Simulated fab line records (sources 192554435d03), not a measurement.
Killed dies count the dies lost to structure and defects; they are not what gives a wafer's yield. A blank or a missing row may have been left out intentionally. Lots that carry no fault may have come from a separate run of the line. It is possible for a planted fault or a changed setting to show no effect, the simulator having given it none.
8D (eight disciplines) problem report, filled in by code	flow n5-finfet	the parts of the form that need people (team, actions taken, sign-off) are left out

1. PROBLEM STATEMENT
Wafers without a fault read 0.06999 Pa, standard deviation 0.00013; chamber-pressure-pa at N5_BEOL_M1_SPUTTER_90 reads a mean of 0.07462 Pa on 6 wafers belonging to 2 lots. That puts it +36 standard deviations away from the usual mean.
The step: material Cu, target thk 4.5 nm, time 8.29 s.
First observed at day 10 00:42: wafer L842.1, on pvd-sputter-02. At this step, 29 wafers from 11 lots have a number in the record. Rule for "out" (also "out of limits"): further than 4 standard deviations from the usual mean. The rest of the wafers with a number are treated as sound.

2. WHAT IT IS, AND WHAT IT ISN'T
question	is	is not
which readings at this step	chamber-pressure-pa	substrate-temp-c, throttle-valve-pct
which lots	L842, L847	L828, L831, L833, L835, L837, L838, L840, L841, L844
which wafers of those lots	all that have a number	-
read on which tools	pvd-sputter-02	pvd-sputter-01, pvd-sputter-03
when	from day 10 00:42	up to then (20 sound wafers); but 3 sound wafers of L844 came after

3. THE SUSPECTS, EACH WITH WHAT RULES IT OUT
Counting: any tool at a process step up to the reading is kept as a suspect provided that every lot that is out went through it and no sound lot did after the first of them.
- pvd-sputter-02 at N5_BEOL_M1_SPUTTER_90 (material Cu, target thk 4.5 nm, time 8.29 s): kept. It ran every lot that is out, first L842 (day 10 00:42), and no sound lot after that; its last sound lot up to then is L841 (day 9 20:55). Out on those wafers are its own readings of chamber-pressure-pa.
Remaining after the count: pvd-sputter-02 at N5_BEOL_M1_SPUTTER_90.

4. THE CAUSE (what the simulator had put in)
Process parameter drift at N5_BEOL_M1_SPUTTER_90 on pvd-sputter-02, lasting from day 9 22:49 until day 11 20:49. Setting chamber-pressure-pa shifted by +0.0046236 from 0.07. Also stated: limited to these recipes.
The count eliminated every tool but this one.

5. THE EFFECT CHAIN, in route order
Each row: a reading where the mean over the struck wafers with a number is more than 3 standard deviations away from the usual. Only readings whose record carries a usual standard deviation are examined. hours: median over the lots of the time between each lot's start at the first step of this table that gives one and its start at this step. sigmas: the change, counted in usual standard deviations.
hours	step	reading	usual	on struck wafers	change	sigmas
0	N5_BEOL_M1_SPUTTER_90	chamber-pressure-pa	0.06999 Pa	0.07462	+0.00464	+36
Process steps it contains:
- N5_BEOL_M1_SPUTTER_90: material Cu, target thk 4.5 nm, time 8.29 s.
At these later measuring or inspecting steps, every struck wafer for which the step has a row has a number for every such reading, and none has moved that far: N5_BEOL_M4_RC_MEAS_101.

6. WHAT WOULD HAVE CAUGHT IT SOONER
2 hours passed between the start of the fault at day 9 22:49 and the first reading out of limits in this record, taken at day 10 00:42.
